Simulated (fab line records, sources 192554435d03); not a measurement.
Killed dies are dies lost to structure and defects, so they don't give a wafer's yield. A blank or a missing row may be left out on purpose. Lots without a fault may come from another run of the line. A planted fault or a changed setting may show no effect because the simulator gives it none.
fab line records | flow n5_finfet
record lots=24 wafers=72 last_day=19
route steps=1938 shown BEOL_M6@1250 BEOL_M7@1279
lots that met no fault: from a run of the same line without faults
start_h: hours from the record's first day to the start of the lot's first wafer shown | wait_h: hours since the lot's step before | " the same as in the row above | L1.1+2: a row that stands for several wafers | - no value, or no start given | * or withheld: withheld | < > ~ a bound
route shown NAME@n: a module of which the file shows steps, and the number in the route of the first | usual: mean/standard deviation of fault-free wafers | same: alike in all rows | chamber/n: place in a boat | sites: the reading at each site | _std_site: their standard deviation | _edge_site: outer sites' mean less inner sites' | radius_mm: how far each site lies from the wafer's centre | mask NAME#n: copy n | behind: the tool/chamber that last shaped the wafer | hold: why the lot was held/for how many hours/how that ended | device: the transistor (n, p or np) that didn't switch | end of line: the same wafers' tests at the end of the route | a step without rows: its recipe alone | killed: dies lost to structure and defects at the first sort, not the wafer's yield | map: a wafer's dies, x killed, . not, _ none there
set.NAME: the setting as run; set.NAME@STEP: as run at that earlier step | model.NAME: the simulator's own value behind a step, which no gauge read
steps of the route over a sample of lots; a table a step, a row a wafer
services: from which hour (start_h, from the record's first day; less than 0 if before it) a tool's chamber was out of use, for how many hours, and why
## steps
# step N5_BEOL_M6_PRE_CLEAN_45
# recipe gas=H2/He time_s=30 temp_c=250
# usual heater_power_w=324/26 susceptor_temp_C=250.02/0.18
# same time_s=30
# columns lot.wafer tool chamber start_h wait_h heater_power_w susceptor_temp_C
L074.1 pvd_sputter-01 - 187.09 0.0 327 249.76
L074.4 " - " " 291 250.06
L074.6 " - " " 361 249.76
L075.2 pvd_sputter-03 - 191.17 0.0 356 250.07
L075.4 " - " " 324 250.23
L075.5 " - " " 337 250.22
L077.1 pvd_sputter-03 - 198.93 0.0 270 249.75
L077.2 " - " " 362 250.16
L077.4 " - " " 324 249.95
L078.1 pvd_sputter-03 - 202.09 0.0 343 249.93
L078.2 " - " " 324 249.95
L078.4 " - " " 267 249.90
L079.1 pvd_sputter-01 - 210.44 0.0 328 250.35
L079.4 " - " " 299 249.85
L079.6 " - " " 304 249.95
L080.2 pvd_sputter-02 - 217.22 0.0 332 250.21
L080.3 " - " " 314 249.92
L080.4 " - " " 306 249.98
L081.3 pvd_sputter-03 - 218.36 0.0 273 250.07
L081.4 " - " " 350 249.83
L081.6 " - " " 273 249.82
L082.3 pvd_sputter-03 - 226.34 0.0 342 250.27
L082.4 " - " " 272 249.84
L082.6 " - " " 340 250.15
L083.2 pvd_sputter-01 - 242.01 0.0 298 250.12
L083.5 " - " " 324 250.10
L083.6 " - " " 307 249.97
L084.1 pvd_sputter-03 - 248.58 0.0 333 250.06
L084.3 " - " " 270 250.52
L084.5 " - " " 266 250.25
L085.2 pvd_sputter-03 - 264.61 0.0 326 250.08
L085.4 " - " " 339 249.89
L085.6 " - " " 340 249.84
L086.1 pvd_sputter-03 - 264.83 0.0 271 249.84
L086.2 " - " " 319 249.90
L086.3 " - " " 351 250.16
L087.1 pvd_sputter-01 - 274.16 0.0 333 250.13
L087.2 " - " " 355 250.18
L087.5 " - " " 307 249.96
L090.1 pvd_sputter-02 - 277.15 0.0 343 249.67
L090.5 " - " " 335 249.96
L090.6 " - " " 339 250.11
L089.1 pvd_sputter-02 - 277.91 0.0 340 250.16
L089.4 " - " " 311 250.21
L089.6 " - " " 307 250.15
L088.1 pvd_sputter-01 - 278.41 0.0 299 249.96
L088.4 " - " " 305 250.04
L088.5 " - " " 303 250.16
L091.1 pvd_sputter-01 - 297.91 0.0 359 250.01
L091.2 " - " " 302 250.31
L091.4 " - " " 322 250.10
L092.2 pvd_sputter-03 - 299.49 0.0 338 249.82
L092.4 " - " " 354 249.93
L092.5 " - " " 320 250.26
L093.2 pvd_sputter-02 - 302.33 0.0 306 249.90
L093.4 " - " " 308 249.80
L093.6 " - " " 336 249.77
L094.4 pvd_sputter-03 - 325.44 0.0 360 249.78
L094.5 " - " " 320 250.11
L094.6 " - " " 353 249.85
L076.2 pvd_sputter-03 - 327.80 0.0 325 250.01
L076.3 " - " " 270 250.37
L076.5 " - " " 347 250.03
L095.1 pvd_sputter-02 - 329.08 0.0 340 249.80
L095.3 " - " " 331 250.27
L095.6 " - " " 330 250.42
L097.1 pvd_sputter-03 - 349.93 0.0 331 249.90
L097.3 " - " " 315 250.25
L097.6 " - " " 317 250.11
L096.1 pvd_sputter-02 - 364.15 0.0 336 249.82
L096.3 " - " " 338 250.20
L096.4 " - " " 307 249.71
# step N5_BEOL_M6_INSPECT_58
# recipe inspect_instrument=darkfield mode=post_dep
# usual raw_defect_count=68/25
# columns lot.wafer tool chamber start_h wait_h raw_defect_count
L074.1 defect_inspect-01 - 189.07 0.0 55
L074.4 " - " " 38
L074.6 " - " " 59
L075.2 defect_inspect-01 - 192.81 0.0 54
L075.4 " - " " 94
L075.5 " - " " 80
L077.1 defect_inspect-01 - 202.32 0.0 82
L077.2 " - " " 92
L077.4 " - " " 83
L078.1 defect_inspect-01 - 203.90 0.0 68
L078.2 " - " " 63
L078.4 " - " " 54
L079.1 defect_inspect-01 - 212.46 0.0 133
L079.4 " - " " 127
L079.6 " - " " 111
L080.2 defect_inspect-01 - 219.31 0.0 56
L080.3 " - " " 34
L080.4 " - " " 39
L081.3 defect_inspect-01 - 221.30 0.0 41
L081.4 " - " " 41
L081.6 " - " " 59
L082.3 defect_inspect-02 - 228.20 0.0 58
L082.4 " - " " 51
L082.6 " - " " 38
L083.2 defect_inspect-01 - 245.47 0.0 53
L083.5 " - " " 70
L083.6 " - " " 44
L084.1 defect_inspect-02 - 250.33 0.0 36
L084.3 " - " " 67
L084.5 " - " " 63
L085.2 defect_inspect-01 - 266.35 0.0 116
L085.4 " - " " 94
L085.6 " - " " 72
L086.1 defect_inspect-02 - 266.87 0.0 64
L086.2 " - " " 48
L086.3 " - " " 51
L087.1 defect_inspect-02 - 276.05 0.0 79
L087.2 " - " " 40
L087.5 " - " " 55
L090.1 defect_inspect-02 - 279.14 0.0 50
L090.5 " - " " 43
L090.6 " - " " 71
L089.1 defect_inspect-02 - 279.86 0.0 58
L089.4 " - " " 45
L089.6 " - " " 69
L088.1 defect_inspect-02 - 280.80 0.0 69
L088.4 " - " " 60
L088.5 " - " " 57
L091.1 defect_inspect-01 - 300.15 0.0 37
L091.2 " - " " 41
L091.4 " - " " 61
L092.2 defect_inspect-01 - 301.20 0.0 61
L092.4 " - " " 79
L092.5 " - " " 57
L093.2 defect_inspect-02 - 304.02 0.0 41
L093.4 " - " " 101
L093.6 " - " " 68
L094.4 defect_inspect-02 - 329.21 0.0 52
L094.5 " - " " 58
L094.6 " - " " 49
L076.2 defect_inspect-01 - 329.40 0.0 79
L076.3 " - " " 56
L076.5 " - " " 47
L095.1 defect_inspect-02 - 332.44 0.0 42
L095.3 " - " " 41
L095.6 " - " " 83
L097.1 defect_inspect-01 - 351.47 0.0 80
L097.3 " - " " 72
L097.6 " - " " 85
L096.1 defect_inspect-01 - 366.94 0.0 75
L096.3 " - " " 64
L096.4 " - " " 94
# step N5_BEOL_M7_DESCUM_16
# recipe chemistry=O2 time_s=7.9 source_power_w=50 bias_power_w=20 pressure_mtorr=20 rf_frequency_hz=2.712e+07 temp_c=40 resist=CAR-ArF o2_flow_sccm=225
# usual drypump_motor_current_A=5.5/0.39 oes_product_au=0.79/0.082 rf_vpp_V=243.3/1.3 showerhead_plenum_p_Torr=2.11/0.073 throttle_valve_pct=20.55/0.15
# same time_s=7.9
# columns lot.wafer tool chamber start_h wait_h drypump_motor_current_A oes_product_au rf_hours_counter_h rf_vpp_V showerhead_plenum_p_Torr throttle_valve_pct
L074.1 rie_diel-04 2 191.01 0.0 5.0 0.92 10 244.5 2.13 20.47
L074.4 " 0 " " 5.5 0.72 193 243.6 2.20 20.41
L074.6 " 1 " " 5.0 0.74 - 244.9 2.19 20.58
L075.2 rie_diel-04 0 194.38 0.3 5.5 0.72 195 243.8 2.19 20.39
L075.4 " 1 " " 5.0 0.75 150 245.1 2.19 20.59
L075.5 " 2 " " 5.0 0.93 - 244.8 2.13 20.47
L077.1 rie_diel-04 0 205.13 1.0 5.4 0.72 198 243.9 2.19 20.40
L077.2 " 2 " " 5.0 0.91 15 242.0 2.13 20.46
L077.4 " 3 " " 5.4 0.67 235 241.8 2.05 20.66
L078.1 rie_diel-04 0 207.11 0.7 5.5 0.73 199 243.2 2.19 20.41
L078.2 " 2 " " 5.0 0.91 15 242.9 2.13 20.48
L078.4 " 1 " " 5.0 0.74 154 244.1 2.19 20.58
L079.1 rie_diel-05 0 215.02 0.0 5.0 0.98 4 243.0 2.15 20.71
L079.4 " 0 " " 5.0 0.97 - 242.5 2.15 20.72
L079.6 " 3 " " 5.3 0.73 - 241.8 1.99 20.38
L080.2 rie_diel-05 2 220.93 0.2 5.6 0.74 168 240.4 2.01 20.74
L080.3 " 3 " " 5.3 0.73 189 241.4 1.99 20.37
L080.4 " 0 " " 4.9 0.97 5 244.4 2.15 20.70
L081.3 rie_diel-02 1 224.54 0.7 6.0 0.87 57 243.6 2.11 20.63
L081.4 " 3 " " 5.7 0.90 25 245.0 2.21 20.24
L081.6 " 0 " " 5.6 0.79 - 243.6 2.11 20.60
L082.3 rie_diel-05 3 231.06 0.0 5.4 0.73 191 243.0 1.99 20.38
L082.4 " 0 " " 4.9 0.96 - 243.3 2.15 20.70
L082.6 " 2 " " 5.6 0.74 - 240.7 2.01 20.74
L083.2 rie_diel-04 0 248.39 0.1 5.4 0.71 214 244.8 2.19 20.41
L083.5 " 2 " " 5.0 0.88 - 244.2 2.13 20.51
L083.6 " 1 " " 5.0 0.73 - 243.7 2.18 20.60
L084.1 rie_diel-04 2 252.27 0.1 5.0 0.88 32 243.2 2.13 20.51
L084.3 " 0 " " 5.5 0.71 216 244.3 2.19 20.42
L084.5 " 1 " " 5.0 0.73 - 244.9 2.18 20.60
L085.2 rie_diel-05 1 270.67 0.0 6.1 0.78 110 242.5 2.09 20.47
L085.4 " 0 " " 5.0 0.92 - 245.2 2.14 20.74
L085.6 " 1 " " 6.2 0.78 - 242.3 2.09 20.46
L086.1 rie_diel-02 2 270.77 0.0 5.7 0.73 179 243.9 2.17 20.51
L086.2 " 0 " " 5.6 0.77 130 243.0 2.11 20.60
L086.3 " 3 " " 5.7 0.88 37 244.6 2.21 20.22
L087.1 rie_diel-02 2 277.65 0.0 5.7 0.74 181 243.7 2.17 20.52
L087.2 " 3 " " 5.7 0.86 40 245.3 2.21 20.24
L087.5 " 2 " " 5.7 0.73 - 244.2 2.17 20.53
L090.1 rie_diel-05 3 282.27 0.0 5.3 0.73 202 239.9 1.99 20.38
L090.5 " 0 " " 4.9 0.91 - 243.4 2.14 20.74
L090.6 " 3 " " 5.4 0.72 - 241.9 1.99 20.37
L089.1 rie_diel-02 1 282.48 0.0 6.0 0.85 72 244.4 2.10 20.66
L089.4 " 3 " " 5.7 0.87 41 244.9 2.21 20.25
L089.6 " 1 " " 6.0 0.83 - 243.3 2.10 20.65
L088.1 rie_diel-05 1 282.76 0.2 6.2 0.77 115 243.5 2.09 20.48
L088.4 " 3 " " 5.4 0.72 - 240.7 1.99 20.40
L088.5 " 1 " " 6.2 0.77 - 244.1 2.09 20.47
L091.1 rie_diel-05 1 303.13 0.0 6.2 0.77 120 244.3 2.09 20.49
L091.2 " 3 " " 5.4 0.72 208 241.7 1.98 20.40
L091.4 " 2 " " 5.7 0.72 192 241.2 2.00 20.78
L092.2 rie_diel-02 2 303.63 0.0 5.7 0.72 190 244.7 2.17 20.53
L092.4 " 1 " " 6.1 0.83 - 243.4 2.10 20.69
L092.5 " 2 " " 5.7 0.73 - 244.0 2.17 20.53
L093.2 rie_diel-02 0 307.80 0.3 5.5 0.76 141 243.2 2.10 20.63
L093.4 " 3 " " 5.7 0.86 46 245.3 2.20 20.27
L093.6 " 0 " " 5.6 0.75 - 242.6 2.10 20.63
L076.2 rie_diel-05 3 332.05 0.3 5.4 0.71 216 242.0 1.98 20.40
L076.3 " 2 " " 5.7 0.70 201 240.3 2.00 20.77
L076.5 " 0 " " 5.0 0.89 - 243.4 2.14 20.75
L094.4 rie_diel-05 3 332.31 0.2 5.4 0.71 216 241.2 1.98 20.41
L094.5 " 0 " " 4.9 0.89 - 245.0 2.14 20.77
L094.6 " 3 " " 5.4 0.72 - 242.4 1.98 20.42
L095.1 rie_diel-05 2 335.87 0.6 5.7 0.71 202 241.3 2.00 20.79
L095.3 " 1 " " 6.2 0.76 129 242.2 2.08 20.50
L095.6 " 3 " " 5.3 0.71 - 242.8 1.98 20.40
L097.1 rie_diel-02 0 354.17 0.0 5.6 0.75 154 242.9 2.10 20.65
L097.3 " 1 " " 6.0 0.82 94 243.1 2.09 20.71
L097.6 " 3 " " 5.7 0.84 - 246.3 2.20 20.27
L096.1 rie_diel-04 2 370.03 0.0 4.9 0.82 67 243.6 2.12 20.56
L096.3 " 0 " " 5.5 0.68 250 245.4 2.17 20.49
L096.4 " 3 " " 5.4 0.90 22 242.4 2.04 20.37
# step N5_BEOL_M7_ETCH_61
# recipe chemistry=CF4 target=SiARC target_depth_a=455 mask_material=CAR-ArF time_s=75.8 ion_energy_ev=80 pressure_mtorr=40 source_w=545 bias_w=36 Ar_flow_sccm=100 cf4_flow_sccm=100 ends=cleared
# usual drypump_motor_current_A=5.5/0.39 etch_rf_on_time_s=76.0/1.9 oes_product_au=0.67/0.07 rf_vpp_V=184.2/1.2 showerhead_plenum_p_Torr=2.16/0.072 throttle_valve_pct=15.74/0.1
# columns lot.wafer tool chamber start_h wait_h drypump_motor_current_A etch_rf_on_time_s oes_product_au rf_hours_counter_h rf_vpp_V showerhead_plenum_p_Torr throttle_valve_pct
L074.1 rie_diel-04 2 191.04 0.0 5.0 75.3 0.80 10 184.9 2.20 15.64
L074.4 " 0 " " 5.4 76.9 0.63 193 185.2 2.23 15.55
L074.6 " 1 " " 5.0 82.0 0.62 - 185.3 2.24 15.72
L075.2 rie_diel-04 0 194.42 0.0 5.5 75.9 0.63 195 185.5 2.23 15.56
L075.4 " 1 " " 5.0 81.0 0.62 150 184.5 2.24 15.73
L075.5 " 2 " " 5.0 74.2 0.80 - 184.7 2.19 15.65
L077.1 rie_diel-04 0 205.17 0.0 5.5 76.1 0.63 198 185.3 2.23 15.54
L077.2 " 2 " " 5.0 74.3 0.78 15 183.9 2.19 15.67
L077.4 " 3 " " 5.3 77.3 0.57 235 185.5 2.11 15.96
L078.1 rie_diel-04 0 207.15 0.0 5.5 75.7 0.62 199 185.0 2.23 15.55
L078.2 " 2 " " 4.9 73.9 0.79 15 183.1 2.19 15.67
L078.4 " 1 " " 5.0 81.2 0.62 154 183.1 2.23 15.72
L079.1 rie_diel-05 0 215.06 0.0 5.0 75.4 0.82 4 184.5 2.19 15.69
L079.4 " 0 " " 5.0 74.5 0.83 - 185.3 2.19 15.68
L079.6 " 3 " " 5.4 76.9 0.62 - 182.2 2.07 15.74
L080.2 rie_diel-05 2 220.97 0.0 5.6 76.1 0.63 168 182.1 2.04 15.79
L080.3 " 3 " " 5.4 77.3 0.63 189 183.7 2.07 15.75
L080.4 " 0 " " 5.0 75.4 0.81 5 185.7 2.19 15.69
L081.3 rie_diel-02 1 224.57 0.0 6.0 73.6 0.74 57 184.9 2.17 15.84
L081.4 " 3 " " 5.7 72.8 0.79 25 185.5 2.29 15.52
L081.6 " 0 " " 5.5 75.7 0.65 - 184.5 2.17 15.79
L082.3 rie_diel-05 3 231.09 0.0 5.3 76.0 0.63 191 183.1 2.06 15.74
L082.4 " 0 " " 4.9 74.8 0.80 - 184.7 2.19 15.70
L082.6 " 2 " " 5.7 75.3 0.63 - 183.6 2.04 15.80
L083.2 rie_diel-04 0 248.42 0.0 5.5 75.1 0.61 214 182.2 2.22 15.58
L083.5 " 2 " " 5.0 73.9 0.76 - 184.6 2.19 15.68
L083.6 " 1 " " 5.0 81.3 0.62 - 186.3 2.23 15.74
L084.1 rie_diel-04 2 252.30 0.0 4.9 75.3 0.76 32 185.0 2.19 15.70
L084.3 " 0 " " 5.4 75.9 0.61 216 184.3 2.22 15.58
L084.5 " 1 " " 5.0 81.7 0.61 - 185.5 2.23 15.74
L085.2 rie_diel-05 1 270.71 0.0 6.2 76.5 0.67 110 182.2 2.15 15.71
L085.4 " 0 " " 5.0 75.1 0.78 - 184.9 2.19 15.73
L085.6 " 1 " " 6.2 75.5 0.68 - 184.6 2.15 15.70
L086.1 rie_diel-02 2 270.81 0.0 5.7 75.2 0.62 179 184.0 2.22 15.69
L086.2 " 0 " " 5.6 76.5 0.65 130 183.4 2.17 15.80
L086.3 " 3 " " 5.7 74.2 0.75 37 186.0 2.28 15.54
L087.1 rie_diel-02 2 277.68 0.0 5.7 74.6 0.63 181 183.9 2.21 15.69
L087.2 " 3 " " 5.7 74.0 0.76 40 185.1 2.28 15.56
L087.5 " 2 " " 5.7 75.5 0.62 - 184.3 2.21 15.67
L090.1 rie_diel-05 3 282.30 0.0 5.4 76.7 0.62 202 182.5 2.06 15.76
L090.5 " 3 " " 5.4 76.9 0.62 - 182.1 2.06 15.77
L090.6 " 0 " " 5.0 75.3 0.77 - 184.0 2.18 15.73
L089.1 rie_diel-02 1 282.51 0.0 6.0 74.1 0.73 72 185.7 2.16 15.86
L089.4 " 3 " " 5.7 74.4 0.75 41 185.3 2.28 15.57
L089.6 " 1 " " 6.0 75.0 0.73 - 183.4 2.17 15.87
L088.1 rie_diel-05 1 282.80 0.0 6.2 76.5 0.66 115 183.9 2.15 15.71
L088.4 " 3 " " 5.3 77.1 0.61 - 184.3 2.06 15.77
L088.5 " 1 " " 6.2 75.9 0.66 - 184.1 2.15 15.72
L091.1 rie_diel-05 1 303.17 0.0 6.2 76.3 0.66 120 183.9 2.15 15.72
L091.2 " 3 " " 5.4 76.4 0.62 208 183.4 2.06 15.78
L091.4 " 2 " " 5.7 75.0 0.62 192 182.0 2.03 15.84
L092.2 rie_diel-02 2 303.66 0.0 5.7 75.6 0.62 190 186.0 2.21 15.69
L092.4 " 1 " " 6.0 74.2 0.72 - 184.0 2.16 15.89
L092.5 " 2 " " 5.7 75.1 0.61 - 185.6 2.21 15.68
L093.2 rie_diel-02 0 307.84 0.0 5.6 75.9 0.64 141 183.9 2.16 15.85
L093.4 " 3 " " 5.7 73.8 0.75 46 185.0 2.28 15.55
L093.6 " 0 " " 5.6 75.9 0.63 - 184.4 2.16 15.83
L076.2 rie_diel-05 3 332.08 0.0 5.4 75.7 0.61 216 183.2 2.06 15.81
L076.3 " 2 " " 5.7 75.3 0.61 201 182.8 2.03 15.87
L076.5 " 0 " " 5.0 75.8 0.75 - 184.1 2.18 15.76
L094.4 rie_diel-05 3 332.34 0.0 5.4 76.0 0.61 216 184.9 2.06 15.78
L094.5 " 0 " " 5.0 75.8 0.74 - 185.1 2.18 15.76
L094.6 " 3 " " 5.3 76.3 0.61 - 183.1 2.06 15.79
L095.1 rie_diel-05 2 335.90 0.0 5.7 76.4 0.61 202 183.3 2.03 15.85
L095.3 " 1 " " 6.2 76.3 0.65 129 184.6 2.14 15.75
L095.6 " 3 " " 5.4 76.6 0.61 - 182.7 2.06 15.79
L097.1 rie_diel-02 0 354.21 0.0 5.5 76.6 0.63 154 183.7 2.16 15.85
L097.3 " 1 " " 6.0 74.3 0.70 94 184.3 2.16 15.90
L097.6 " 3 " " 5.7 73.6 0.73 - 184.8 2.27 15.60
L096.1 rie_diel-04 2 370.06 0.0 5.0 74.6 0.71 67 184.8 2.18 15.78
L096.3 " 0 " " 5.5 75.1 0.60 250 184.6 2.21 15.65
L096.4 " 3 " " 5.3 74.7 0.78 22 184.4 2.09 15.56
# step N5_BEOL_M7_HM_OPEN_17
# recipe chemistry=Cl2/BCl3 target_depth_a=200 overetch_a=60 target=TiN mask_material=SOC ion_energy_ev=150 pressure_mtorr=10 icp_w=1000 bias_w=126 Cl2_flow_sccm=53.25 bcl3_flow_sccm=21.75 Ar_flow_sccm=25
# usual drypump_motor_current_A=5.7/0.43 oes_product_au=0.70/0.097 throttle_valve_pct=22.36/0.15
# columns lot.wafer tool chamber start_h wait_h drypump_motor_current_A oes_product_au rf_hours_counter_h throttle_valve_pct
L074.1 rie_metal-01 1 191.28 0.0 5.1 0.75 13 22.44
L074.4 " 0 " " 6.1 0.76 - 22.48
L074.6 " 1 " " 5.1 0.76 - 22.44
L075.2 rie_metal-02 1 194.66 0.0 5.7 0.80 2 22.30
L075.4 " 1 " " 5.7 0.80 - 22.30
L075.5 " 1 " " 5.7 0.81 - 22.31
L077.1 rie_metal-02 0 205.41 0.0 5.4 0.55 101 22.20
L077.2 " 1 " " 5.7 0.79 3 22.29
L077.4 " 0 " " 5.4 0.55 - 22.20
L078.1 rie_metal-03 0 207.39 0.0 6.1 0.55 113 22.44
L078.2 " 1 " " 5.3 0.52 119 22.12
L078.4 " 0 " " 6.1 0.55 - 22.44
L079.1 rie_metal-01 1 215.30 0.0 5.1 0.75 15 22.43
L079.4 " 0 " " 6.1 0.76 - 22.47
L079.6 " 1 " " 5.1 0.74 - 22.41
L080.2 rie_metal-02 1 221.21 0.0 5.7 0.78 5 22.32
L080.3 " 0 " " 5.4 0.54 - 22.21
L080.4 " 1 " " 5.7 0.78 - 22.32
L081.3 rie_metal-01 0 224.85 0.1 6.0 0.76 - 22.47
L081.4 " 1 " " 5.1 0.74 - 22.43
L081.6 " 1 " " 5.1 0.74 - 22.44
L082.3 rie_metal-03 1 231.37 0.1 5.3 0.51 - 22.13
L082.4 " 0 " " 6.1 0.53 - 22.44
L082.6 " 1 " " 5.3 0.52 - 22.13
L083.2 rie_metal-01 0 248.67 0.0 6.0 0.76 12 22.47
L083.5 " 1 " " 5.1 0.74 - 22.45
L083.6 " 0 " " 6.1 0.76 - 22.47
L084.1 rie_metal-02 0 252.55 0.0 5.4 0.54 106 22.22
L084.3 " 1 " " 5.7 0.75 - 22.33
L084.5 " 1 " " 5.7 0.76 - 22.33
L085.2 rie_metal-01 0 270.95 0.0 6.1 0.75 15 22.47
L085.4 " 1 " " 5.1 0.74 - 22.41
L085.6 " 0 " " 6.1 0.75 - 22.46
L086.1 rie_metal-03 0 271.05 0.0 6.1 0.55 119 22.43
L086.2 " 0 " " 6.1 0.55 - 22.45
L086.3 " 0 " " 6.1 0.55 - 22.44
L087.1 rie_metal-03 0 277.92 0.0 6.1 0.54 119 22.45
L087.2 " 0 " " 6.1 0.55 - 22.44
L087.5 " 0 " " 6.1 0.55 - 22.44
L090.1 rie_metal-01 0 282.54 0.0 6.1 0.74 16 22.47
L090.5 " 1 " " 5.1 0.74 - 22.46
L090.6 " 0 " " 6.1 0.73 - 22.48
L089.1 rie_metal-01 1 282.76 0.0 5.1 0.73 21 22.45
L089.4 " 0 " " 6.1 0.75 - 22.47
L089.6 " 1 " " 5.1 0.73 - 22.43
L088.1 rie_metal-01 0 283.04 0.0 6.1 0.74 16 22.48
L088.4 " 1 " " 5.1 0.72 - 22.46
L088.5 " 1 " " 5.1 0.72 - 22.46
L091.1 rie_metal-01 0 303.41 0.0 6.1 0.72 18 22.48
L091.2 " 1 " " 5.1 0.72 23 22.44
L091.4 " 0 " " 6.1 0.73 - 22.49
L092.2 rie_metal-01 0 303.91 0.0 6.1 0.72 18 22.48
L092.4 " 1 " " 5.1 0.71 - 22.45
L092.5 " 1 " " 5.1 0.71 - 22.45
L093.2 rie_metal-01 0 308.08 0.0 6.1 0.73 18 22.48
L093.4 " 0 " " 6.1 0.74 - 22.49
L093.6 " 1 " " 5.1 0.73 - 22.45
L076.2 rie_metal-03 0 332.33 0.0 6.1 0.83 1 22.27
L076.3 " 0 " " 6.1 0.83 - 22.28
L076.5 " 1 " " 5.3 0.79 - 21.99
L094.4 rie_metal-01 0 332.61 0.1 6.1 0.74 - 22.46
L094.5 " 0 " " 6.1 0.73 - 22.47
L094.6 " 1 " " 5.1 0.72 - 22.46
L095.1 rie_metal-03 0 336.14 0.0 6.1 0.82 1 22.30
L095.3 " 0 " " 6.1 0.83 - 22.30
L095.6 " 1 " " 5.3 0.79 - 22.01
L097.1 rie_metal-03 0 354.45 0.0 6.1 0.81 3 22.28
L097.3 " 0 " " 6.1 0.81 - 22.29
L097.6 " 1 " " 5.3 0.79 - 21.97
L096.1 rie_metal-03 0 370.30 0.0 6.1 0.79 4 22.30
L096.3 " 0 " " 6.1 0.80 - 22.27
L096.4 " 1 " " 5.3 0.76 - 22.00
# step N5_BEOL_M7_SPUTTER_48
# recipe material=Cu target_thk_a=100 temp_c=-20 bias_v=60 power_w=26000 chamber_pressure_pa=0.13 time_s=1.667
# usual chuck_sensor_temp_C=-15.9/0.6 susceptor_temp_C=-20.01/0.11 throttle_valve_pct=29.4/1.3
# same time_s=1.667
# columns lot.wafer tool chamber start_h wait_h chuck_sensor_temp_C susceptor_temp_C throttle_valve_pct
L074.1 pvd_sputter-01 - 193.82 0.1 -15.8 -20.03 31.6
L074.4 " - " " -17.1 -19.91 29.7
L074.6 " - " " -15.7 -19.94 28.9
L075.2 pvd_sputter-03 - 198.52 0.1 -16.6 -20.08 27.5
L075.4 " - " " -15.2 -19.71 30.6
L075.5 " - " " -15.3 -19.91 30.8
L077.1 pvd_sputter-01 - 210.48 0.1 -15.9 -20.04 31.8
L077.2 " - " " -15.6 -20.07 29.1
L077.4 " - " " -15.1 -19.95 28.3
L078.1 pvd_sputter-02 - 211.37 0.1 -16.6 -19.94 31.5
L078.2 " - " " -16.1 -20.02 29.9
L078.4 " - " " -16.1 -20.04 29.4
L079.1 pvd_sputter-03 - 217.76 0.1 -15.2 -20.00 28.8
L079.4 " - " " -16.9 -20.01 27.5
L079.6 " - " " -15.3 -19.98 30.7
L080.2 pvd_sputter-01 - 224.17 0.1 -17.0 -19.94 29.6
L080.3 " - " " -15.8 -20.22 31.6
L080.4 " - " " -15.6 -20.03 29.1
L081.3 pvd_sputter-03 - 232.72 0.1 -15.5 -19.84 28.9
L081.4 " - " " -15.2 -20.10 30.9
L081.6 " - " " -16.8 -20.13 27.4
L082.3 pvd_sputter-03 - 236.21 0.5 -15.5 -19.87 29.2
L082.4 " - " " -16.9 -20.02 27.4
L082.6 " - " " -15.4 -19.97 29.2
L083.2 pvd_sputter-03 - 256.39 3.4 -15.4 -20.08 29.0
L083.5 " - " " -16.7 -19.92 27.4
L083.6 " - " " -15.4 -19.99 27.8
L084.1 pvd_sputter-02 - 270.23 0.1 -16.2 -20.02 29.4
L084.3 " - " " -16.4 -19.94 31.2
L084.5 " - " " -15.8 -20.00 29.7
L086.1 pvd_sputter-01 - 274.63 0.1 -15.0 -20.09 28.2
L086.2 " - " " -17.0 -19.86 29.7
L086.3 " - " " -15.9 -20.14 31.6
L085.2 pvd_sputter-02 - 275.19 0.1 -16.5 -20.00 31.0
L085.4 " - " " -16.0 -20.06 29.9
L085.6 " - " " -16.4 -19.83 31.4
L087.1 pvd_sputter-03 - 282.11 0.1 -16.7 -20.17 27.3
L087.2 " - " " -15.3 -20.01 29.2
L087.5 " - " " -15.4 -19.71 31.0
L089.1 pvd_sputter-02 - 287.41 0.1 -16.5 -20.01 31.5
L089.4 " - " " -15.6 -19.83 29.7
L089.6 " - " " -16.0 -19.91 30.0
L088.1 pvd_sputter-02 - 287.49 0.1 -16.1 -20.13 29.6
L088.4 " - " " -15.9 -19.95 30.0
L088.5 " - " " -16.4 -20.03 31.6
L090.1 pvd_sputter-01 - 288.02 0.1 -15.6 -19.89 29.0
L090.5 " - " " -15.9 -19.85 31.5
L090.6 " - " " -15.3 -19.90 28.5
L091.1 pvd_sputter-03 - 308.51 0.2 -15.4 -19.89 28.0
L091.2 " - " " -15.4 -19.91 28.8
L091.4 " - " " -16.7 -19.98 27.7
L092.2 pvd_sputter-01 - 308.89 0.2 -15.2 -19.84 28.1
L092.4 " - " " -15.7 -19.92 29.1
L092.5 " - " " -15.8 -19.92 31.5
L093.2 pvd_sputter-03 - 311.03 0.1 -16.9 -20.01 27.5
L093.4 " - " " -15.5 -20.09 28.9
L093.6 " - " " -16.8 -19.98 27.4
L076.2 pvd_sputter-03 - 337.47 1.8 -15.3 -19.97 29.1
L076.3 " - " " -15.5 -20.25 28.2
L076.5 " - " " -15.6 -20.03 28.3
L094.4 pvd_sputter-03 - 337.55 1.4 -16.7 -20.02 27.5
L094.5 " - " " -16.8 -20.12 27.7
L094.6 " - " " -15.4 -20.10 28.3
L095.1 pvd_sputter-02 - 341.07 0.1 -15.8 -20.23 29.6
L095.3 " - " " -15.8 -19.97 30.0
L095.6 " - " " -16.1 -20.01 29.7
L097.1 pvd_sputter-03 - 360.07 0.3 -15.3 -20.06 28.3
L097.3 " - " " -15.3 -20.04 29.0
L097.6 " - " " -16.6 -20.18 27.4
L096.1 pvd_sputter-03 - 375.36 0.1 -15.6 -20.00 28.3
L096.3 " - " " -15.2 -20.12 30.7
L096.4 " - " " -16.7 -20.06 27.5
## services
# columns tool chamber start_h hours kind
rie_metal-03 1 166.29 4.0 repair
rie_metal-01 - 177.14 4.5 repair
rie_diel-02 - 180.09 1.3 repair
rie_diel-05 0 181.45 - clean
rie_diel-05 0 181.45 - consumable_replace:focus_ring
rie_diel-05 0 181.45 24.0 scheduled_down
rie_diel-05 0 181.45 24.0 vent_cycle
rie_metal-01 - 197.18 2.8 pm
rie_diel-05 1 213.02 4.7 repair
rie_diel-04 1 214.95 6.7 repair
rie_diel-04 1 222.61 13.5 repair
rie_diel-05 1 230.47 5.5 repair
rie_diel-02 1 230.65 2.4 repair
rie_diel-04 3 248.14 - clean
rie_diel-04 3 248.14 - consumable_replace:focus_ring
rie_diel-04 3 248.14 17.8 scheduled_down
rie_diel-05 3 263.47 13.5 repair
rie_metal-03 - 270.28 0.5 repair
rie_diel-02 3 294.20 9.6 repair
pvd_sputter-02 - 302.85 7.1 repair
rie_metal-01 - 314.71 0.2 repair
pvd_sputter-01 - 320.59 12.8 repair
rie_diel-04 3 330.35 22.4 repair
rie_metal-02 0 339.97 3.3 repair
## key
fault none
